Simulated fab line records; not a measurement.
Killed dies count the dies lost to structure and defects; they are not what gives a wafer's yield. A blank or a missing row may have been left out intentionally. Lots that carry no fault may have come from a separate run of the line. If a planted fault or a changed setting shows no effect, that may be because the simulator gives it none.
2 desks looking at one fault :: flow n5_finfet :: each desk holds nothing but its own numbers, with what lay behind them at the end

## AT THE METROLOGY DESK
What the gauges read for every lot (on any tool): the sampled wafers with a number, averaged. Marked OUT: a lot whose mean sits more than 4 standard deviations from the usual mean, which makes it out of limits; the brackets give that distance. Shown here are 7 of its 10 readings, the ones lying furthest out on some lot.
Columns: A = DIBL_N at N5_BEOL_M4_RC_MEAS_101, usual 37.4 mV/V; B = DIBL_P at N5_BEOL_M4_RC_MEAS_101, usual 37.8 mV/V; C = ION_N at N5_BEOL_M4_RC_MEAS_101, usual 682 uA/um; D = ION_P at N5_BEOL_M4_RC_MEAS_101, usual 467 uA/um; E = SS_N at N5_BEOL_M4_RC_MEAS_101, usual 71.9 mV/dec; F = SS_P at N5_BEOL_M4_RC_MEAS_101, usual 73.6 mV/dec; G = VT_P at N5_BEOL_M4_RC_MEAS_101, usual -248 mV
lot: L528
first seen here: day 7 13:59
A: 36.2
B: 37.3
C: 671
D: 457
E: 71.9
F: 74.0
G: -249

lot: L530
first seen here: day 8 17:21
A: 36.3
B: 34.9
C: 678
D: 462
E: 71.8
F: 73.2
G: -251

lot: L533
first seen here: day 8 23:06
A: 36.1
B: 36.8
C: 684
D: 471
E: 72.2
F: 73.5
G: -247

lot: L532
first seen here: day 9 05:26
A: 38.1
B: 38.4
C: 679
D: 462
E: 72.5
F: 73.2
G: -249

lot: L535
first seen here: day 9 23:55
A: 37.5
B: 37.8
C: 680
D: 453
E: 72.2
F: 73.9
G: -254

lot: L537
first seen here: day 10 00:20
A: 37.5
B: 38.0
C: 677
D: 459
E: 71.6
F: 73.1
G: -248

lot: L542
first seen here: day 11 19:31
A: 38.7
B: 38.2
C: 682
D: 467
E: 72.8
F: 74.0
G: -244

lot: L543
first seen here: day 11 21:46
A: 39.7
B: 39.1
C: 668
D: 458
E: 73.1
F: 74.3
G: -249

lot: L548
first seen here: day 13 00:13
A: 36.9
B: 37.0
C: 706
D: 489
E: 71.2
F: 73.8
G: -243

lot: L549
first seen here: day 13 11:37
A: 33.4
B: 33.8
C: 662
D: 462
E: 71.0
F: 72.3
G: -251

lot: L551
first seen here: day 14 18:05
A: 34.1
B: 34.9
C: 680
D: 476
E: 71.5
F: 73.1
G: -247
Result from this desk: across the 11 lots, nothing is out of limits.

## THE TOOL OWNER'S DESK: pecvd-03
The tool's own readings at N5_BEOL_M2_PECVD_72 (deposits SiO2 from TEOS/O2, target thk 16 nm, time 18 s): means of the sampled wafers that have a number, for each lot that ran on this tool. Marked OUT: a lot whose mean sits more than 4 standard deviations from the usual mean, which makes it out of limits; the brackets give that distance.
Columns: A = heater_power_w at N5_BEOL_M2_PECVD_72, usual 724 W; B = showerhead_plenum_p_Torr at N5_BEOL_M2_PECVD_72, usual 8.81 Torr; C = throttle_valve_pct at N5_BEOL_M2_PECVD_72, usual 22.0 %
lot: L530
first seen here: day 7 07:16
A: 692
B: 8.76
C: 22.2

lot: L533
first seen here: day 7 19:00
A: 676
B: 8.76
C: 22.3

lot: L532
first seen here: day 7 19:28
A: 726
B: 8.76
C: 22.3

lot: L535
first seen here: day 8 09:56
A: 656
B: 8.79
C: 23.5

lot: L537
first seen here: day 8 16:47
A: 706
B: 8.77
C: 22.4

lot: L542
first seen here: day 10 04:54
A: 693
B: 8.75
C: 22.9

lot: L543
first seen here: day 10 06:12
A: 682
B: 8.75
C: 22.8
Result from this desk: across the 7 lots, nothing is out of limits.

## BROUGHT TOGETHER
Nothing out of limits was seen by the metrology desk.
Nothing out of limits was seen by the tool owner's desk.

## WHAT WAS PUT IN BY THE SIMULATOR
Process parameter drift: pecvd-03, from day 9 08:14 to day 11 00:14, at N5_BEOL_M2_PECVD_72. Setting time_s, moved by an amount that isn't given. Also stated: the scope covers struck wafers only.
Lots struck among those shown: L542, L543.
